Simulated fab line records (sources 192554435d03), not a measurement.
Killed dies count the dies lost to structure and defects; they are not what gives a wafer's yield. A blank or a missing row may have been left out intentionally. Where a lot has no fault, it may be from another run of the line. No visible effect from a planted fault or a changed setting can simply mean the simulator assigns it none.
fab line records	flow n5_finfet
[record] lots = 12	wafers = 30	last_day = 16
route steps=1938 shown HKMG_FIN@389 BEOL_M4@1111
lots with no fault: from the same line, run without faults
start_h: hours from the record's first day to the start of the lot's first wafer shown	wait_h: hours from the lot's prior step to this one	" as in the row above	L1.1+2: several wafers, shown together as one row	- either no value or no given start	* or withheld: withheld	< > ~ a bound
route shown NAME@n: a module of which the file shows steps, and the number in the route of the first	usual: mean and standard deviation over wafers with no fault	same: alike in all rows	chamber/n: place in a boat	sites: per-site readings	_std_site: their standard deviation	_edge_site: the outer-site mean with the inner-site mean subtracted	radius_mm: how far each site lies from the wafer's centre	mask NAME#n: copy n	behind: the most recent tool/chamber to have shaped the wafer	hold: reason for holding the lot/hours on hold/outcome of the hold	device: names the non-switching transistor (n, p or np)	end of line: at the end of the route, the tests of the same wafers	a step without rows: its recipe alone	killed: not the wafer's yield, but the dies lost to structure and defects at the first sort	map: a wafer's dies, marking killed ones x, the rest . and places with no die _
set.NAME: setting as actually run; set.NAME@STEP: the setting as run at that earlier step	model.NAME: the simulator's own value behind a step, which no gauge read
steps of the route over a sample of lots; a table a step, a row a wafer
services: when a tool's chamber went out of use (start_h, in hours from the record's first day, below 0 if earlier), for how many hours, and the reason
[[steps]]
[step N5_HKMG_FIN_ALD_75]
[recipe] material = Al2O3	target_thk_a = 10	temp_c = 150	ald_precursor_family = TMA	ald_co_reactant = H2O	pulse_time_s = withheld	co_reactant_pulse_time_s = 1
[usual] heater_power_w = 151/15	precursor_pulse_height_rel = 1.001/0.021
lot.wafer	tool	chamber	start_h	wait_h	heater_power_w	precursor_pulse_height_rel
L180.2	ald_hk-01	3	71.95	0.0	154	0.985
L180.3	"	2	"	"	145	1.004
L181.3	ald_hk-01	0	76.24	0.0	155	1.014
L181.5	"	1	"	"	132	0.997
L181.6	"	0	"	"	150	1.010
L182.2	ald_hk-03	3	81.56	0.0	190	1.007
L182.6	"	1	"	"	144	0.991
L183.2	ald_hk-02	2	90.37	0.0	174	1.003
L183.5	"	3	"	"	146	0.954
L183.6	"	2	"	"	166	1.001
L184.1	ald_hk-02	2	97.54	0.0	168	1.008
L184.3	"	3	"	"	151	1.001
L184.6	"	2	"	"	169	1.026
L188.2	ald_hk-03	1	117.00	0.0	141	1.037
L188.4	"	0	"	"	134	0.977
L194.1	ald_hk-01	3	155.53	0.0	148	0.973
L194.4	"	0	"	"	152	0.972
L198.4	ald_hk-03	3	178.93	0.0	190	1.023
L198.6	"	3	"	"	189	0.996
L199.1	ald_hk-01	3	186.03	0.0	155	0.988
L199.5	"	0	"	"	148	1.038
L199.6	"	3	"	"	155	0.963
L200.2	ald_hk-03	0	190.57	0.0	131	1.007
L200.3	"	3	"	"	193	0.981
L200.5	"	2	"	"	151	1.035
L201.2	ald_hk-02	0	196.05	0.0	146	0.958
L201.4	"	2	"	"	169	0.996
L202.2	ald_hk-02	3	203.14	0.0	152	1.009
L202.3	"	0	"	"	142	0.979
L202.4	"	2	"	"	173	1.006
[step N5_HKMG_FIN_CD_MEAS_49]
[recipe] target_cd_nm = 202	landing_energy_ev = 500	detector = se_inlens	polarity = opening
[usual] cd_nm = 202.5/0.7
lot.wafer	tool	chamber	start_h	wait_h	cd_nm
L180.2	cd_sem-01	0	72.42	-	202.6
L180.3	"	0	"	"	202.8
L181.3	cd_sem-01	0	76.71	-	203.1
L181.5	"	0	"	"	202.4
L181.6	"	0	"	"	202.4
L182.2	cd_sem-02	0	82.03	-	202.1
L182.6	"	0	"	"	201.8
L183.2	cd_sem-02	0	90.71	-	202.7
L183.5	"	0	"	"	203.1
L183.6	"	0	"	"	202.9
L184.1	cd_sem-03	0	98.01	-	203.3
L184.3	"	0	"	"	204.5
L184.6	"	0	"	"	202.8
L188.2	cd_sem-02	0	117.47	-	202.8
L188.4	"	0	"	"	201.8
L194.1	cd_sem-01	0	156.00	-	202.9
L194.4	"	0	"	"	203.1
L198.4	cd_sem-01	0	179.28	-	201.8
L198.6	"	0	"	"	202.4
L199.1	cd_sem-02	0	186.49	-	201.9
L199.5	"	0	"	"	201.5
L199.6	"	0	"	"	201.1
L200.2	cd_sem-02	0	191.04	-	202.5
L200.3	"	0	"	"	202.4
L200.5	"	0	"	"	202.4
L201.2	cd_sem-02	0	196.52	-	201.3
L201.4	"	0	"	"	201.0
L202.2	cd_sem-03	0	203.61	-	202.2
L202.3	"	0	"	"	202.4
L202.4	"	0	"	"	202.1
[step N5_HKMG_FIN_ALD_79]
[recipe] material = TiN	target_thk_a = 15	temp_c = 400	ald_precursor_family = TiCl4	ald_co_reactant = NH3	pulse_time_s = 1	purge_time_s = 3	co_reactant_purge_time_s = 2	co_reactant_pulse_time_s = 2	ald_cycles = 68	pressure_torr = 3
[usual] ald_cycles = 68/0	heater_power_w = 881/68	precursor_pulse_height_rel = 0.999/0.021
lot.wafer	tool	chamber	start_h	wait_h	ald_cycles	heater_power_w	precursor_pulse_height_rel	since_wet_clean_h
L180.2	ald_metal-03	1	73.88	0.0	68	940	0.977	4352
L180.3	"	0	"	"	68	920	1.016	4352
L181.3	ald_metal-03	2	78.17	0.0	68	848	0.999	4356
L181.5	"	1	"	"	68	978	1.002	-
L181.6	"	2	"	"	68	863	0.989	-
L182.2	ald_metal-04	3	83.48	0.0	68	759	1.007	2823
L182.6	"	2	"	"	68	856	1.014	-
L183.2	ald_metal-03	1	92.16	0.0	68	963	0.996	4370
L183.5	"	2	"	"	68	864	0.990	-
L183.6	"	1	"	"	68	944	1.005	-
L184.1	ald_metal-03	2	99.72	0.0	68	852	0.997	4378
L184.3	"	1	"	"	68	948	1.002	4378
L184.6	"	3	"	"	68	831	0.986	-
L188.2	ald_metal-01	2	119.15	0.0	68	962	0.990	1320
L188.4	"	1	"	"	68	1005	1.034	1320
L194.1	ald_metal-03	3	157.81	0.0	68	836	1.025	4436
L194.4	"	0	"	"	65	936	0.995	4436
L198.4	ald_metal-03	2	180.73	0.0	65	866	1.028	4459
L198.6	"	2	"	"	68	836	0.992	-
L199.1	ald_metal-04	2	187.96	0.0	68	851	0.987	2928
L199.5	"	1	"	"	68	898	1.009	-
L199.6	"	0	"	"	68	758	0.974	-
L200.2	ald_metal-01	0	192.71	0.0	68	907	1.009	1394
L200.3	"	3	"	"	68	910	0.990	1394
L200.5	"	1	"	"	68	983	0.970	-
L201.2	ald_metal-04	1	198.00	0.0	68	865	1.013	2938
L201.4	"	0	"	"	68	757	0.967	2938
L202.2	ald_metal-01	2	205.06	0.0	68	961	0.973	1406
L202.3	"	0	"	"	68	896	0.990	1406
L202.4	"	3	"	"	68	900	0.952	1406
[step N5_HKMG_FIN_PWFM_ALD_03]
[recipe] material = TiN	target_thk_a = 20	temp_c = 400	ald_precursor_family = TiCl4	ald_co_reactant = NH3	pulse_time_s = 1	purge_time_s = 3	co_reactant_purge_time_s = 2	co_reactant_pulse_time_s = 2	ald_cycles = 91	pressure_torr = 3
[usual] ald_cycles = 91/0	heater_power_w = 901/70	precursor_pulse_height_rel = 1.001/0.02
lot.wafer	tool	chamber	start_h	wait_h	ald_cycles	heater_power_w	precursor_pulse_height_rel	since_wet_clean_h
L180.2	ald_metal-01	2	75.13	0.0	91	932	1.027	1276
L180.3	"	1	"	"	91	1001	0.954	1276
L181.3	ald_metal-03	2	79.28	0.0	91	864	1.038	4358
L181.5	"	0	"	"	91	941	1.013	-
L181.6	"	1	"	"	91	977	0.998	-
L182.2	ald_metal-01	3	84.77	0.0	91	899	1.010	1286
L182.6	"	0	"	"	91	906	1.026	-
L183.2	ald_metal-04	2	93.46	0.0	91	837	0.973	2833
L183.5	"	0	"	"	91	758	0.962	-
L183.6	"	2	"	"	91	840	0.996	-
L184.1	ald_metal-01	1	100.83	0.0	91	991	1.020	1302
L184.3	"	0	"	"	91	907	1.012	1302
L184.6	"	2	"	"	91	967	1.027	-
L188.2	ald_metal-01	0	120.23	0.0	91	912	0.981	1322
L188.4	"	2	"	"	91	970	0.984	1322
L194.1	ald_metal-04	1	158.89	0.0	91	859	1.020	2899
L194.4	"	3	"	"	91	753	0.974	2899
L198.4	ald_metal-01	2	182.11	0.0	91	937	1.047	1383
L198.6	"	1	"	"	91	1010	1.032	-
L199.1	ald_metal-03	0	189.03	0.0	91	910	0.978	4467
L199.5	"	3	"	"	91	822	0.959	-
L199.6	"	0	"	"	91	892	1.010	-
L200.2	ald_metal-01	2	193.82	0.0	91	967	1.010	1395
L200.3	"	0	"	"	91	886	1.043	1395
L200.5	"	0	"	"	91	907	1.006	-
L201.2	ald_metal-01	3	199.07	0.0	91	918	0.966	1400
L201.4	"	2	"	"	91	959	1.008	1400
L202.2	ald_metal-03	1	206.26	0.0	91	948	0.990	4485
L202.3	"	3	"	"	91	825	0.979	4485
L202.4	"	1	"	"	91	946	1.006	-
[step N5_BEOL_M4_RC_MEAS_101]
[usual] DIBL_N = 36.3/1.6	DIBL_P = 36.2/2.1	IOFF_N = 0.16/0.031	IOFF_P = 0.21/0.034	ION_N = 673/11	ION_P = 461/7.4	SS_N = 71.6/0.55	SS_P = 73.3/0.66	VT_N = 251/3.2	VT_P = -251/3.5
lot.wafer	tool	chamber	start_h	wait_h	DIBL_N[mV/V]	DIBL_P[mV/V]	IOFF_N[nA/um]	IOFF_P[nA/um]	ION_N[uA/um]	ION_P[uA/um]	SS_N[mV/dec]	SS_P[mV/dec]	VT_N[mV]	VT_P[mV]
L180.2	prober-02	0	157.00	0.2	36.6	35.7	0.16	0.23	678	469	72.4	73.7	250	-252
L180.3	"	0	"	"	34.4	33.3	0.13	0.19	683	473	71.6	73.3	252	-250
L181.3	prober-02	0	159.98	0.3	36.3	36.0	0.14	0.21	683	471	71.0	73.8	254	-254
L181.5	"	0	"	"	36.8	36.5	0.14	0.21	665	462	71.5	73.4	253	-253
L181.6	"	0	"	"	38.4	37.9	0.17	0.25	676	464	71.2	74.0	250	-251
L182.2	prober-02	0	163.25	0.2	33.4	33.4	0.12	0.15	664	452	70.8	72.9	258	-254
L182.6	"	0	"	"	35.0	36.1	0.15	0.20	661	453	71.6	73.3	249	-251
L183.2	prober-01	0	180.04	0.2	37.1	37.1	0.18	0.21	673	458	72.1	74.2	248	-250
L183.5	"	0	"	"	34.0	33.1	0.12	0.16	648	447	71.8	72.7	254	-255
L183.6	"	0	"	"	35.2	35.2	0.15	0.18	679	456	72.0	73.1	250	-254
L184.1	prober-02	0	185.05	0.0	36.0	35.8	0.14	0.22	661	460	72.0	73.4	255	-250
L184.3	"	0	"	"	38.8	39.2	0.20	0.28	679	467	71.9	74.3	249	-244
L184.6	"	0	"	"	38.9	39.4	0.19	0.28	675	473	72.2	74.7	248	-244
L188.2	prober-01	0	209.78	0.2	34.9	32.9	0.12	0.18	653	457	71.0	73.2	255	-252
L188.4	"	0	"	"	35.7	33.0	0.14	0.19	677	462	70.8	72.8	251	-253
L194.1	prober-01	0	245.71	0.0	36.4	38.2	0.18	0.25	687	474	71.8	73.9	246	-248
L194.4	"	0	"	"	38.9	40.0	0.22	0.27	682	466	72.6	74.5	246	-250
L198.4	prober-01	0	262.14	0.5	36.9	36.0	0.15	0.19	668	460	72.2	73.6	250	-255
L198.6	"	0	"	"	38.1	37.4	0.19	0.23	676	464	72.0	73.1	250	-248
L199.1	prober-01	0	268.94	0.0	36.5	37.0	0.16	0.20	669	462	72.3	73.6	251	-249
L199.5	"	0	"	"	36.2	36.8	0.15	0.20	665	460	71.2	73.7	251	-251
L199.6	"	0	"	"	35.5	34.7	0.13	0.17	661	452	71.5	73.0	256	-253
L200.2	prober-01	0	273.49	0.2	36.9	37.1	0.16	0.18	670	454	71.6	73.1	251	-258
L200.3	"	0	"	"	33.8	33.7	0.11	0.13	662	446	70.9	72.7	256	-262
L200.5	"	0	"	"	36.6	37.1	0.16	0.17	682	459	71.5	73.2	249	-258
L201.2	prober-01	0	281.13	0.2	36.8	35.2	0.15	0.19	667	454	71.3	73.0	253	-254
L201.4	"	0	"	"	38.1	37.4	0.17	0.21	689	464	71.6	74.0	246	-253
L202.2	prober-01	0	295.65	0.2	34.2	32.7	0.10	0.14	656	455	70.4	71.8	257	-254
L202.3	"	0	"	"	37.2	37.0	0.15	0.19	667	456	71.2	72.6	251	-253
L202.4	"	0	"	"	36.9	36.4	0.14	0.19	666	463	71.6	72.9	252	-255
[[services]]
tool	chamber	start_h	hours	kind
ald_metal-04	1	75.93	50.9	repair
ald_metal-03	-	81.16	8.7	pm
ald_metal-03	-	107.55	2.7	repair
ald_metal-04	-	112.81	1.2	repair
ald_metal-04	2	138.76	13.6	repair
ald_metal-04	-	144.26	2.8	pm
ald_metal-04	3	148.09	3.3	repair
ald_hk-03	-	161.43	8.7	pm
ald_metal-01	-	179.35	1.5	repair
ald_metal-03	2	196.11	14.1	repair
[[key]]
[first_sign] step = N5_HKMG_FIN_ALD_79	reading = ald_cycles	direction = down	sigmas = 99+	usual = *	struck = *
effect none on later readings
met_at N5_HKMG_FIN_ALD_79
struck_lots L194,L198
struck_wafers L194.4,L198.4
not_acting_at N5_HKMG_FIN_ALD_75,N5_HKMG_FIN_CD_MEAS_49,N5_HKMG_FIN_PWFM_ALD_03
onset_between 99.72 157.81
[fault] kind = process_parameter_drift	tool = ald_metal-03	chamber = -	onset_h = 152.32	steps = N5_HKMG_FIN_ALD_79	channel = ald_cycles	offset = *	shape = step	end_h = 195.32	scope = struck_wafers_only	acts_in = *	stated = *
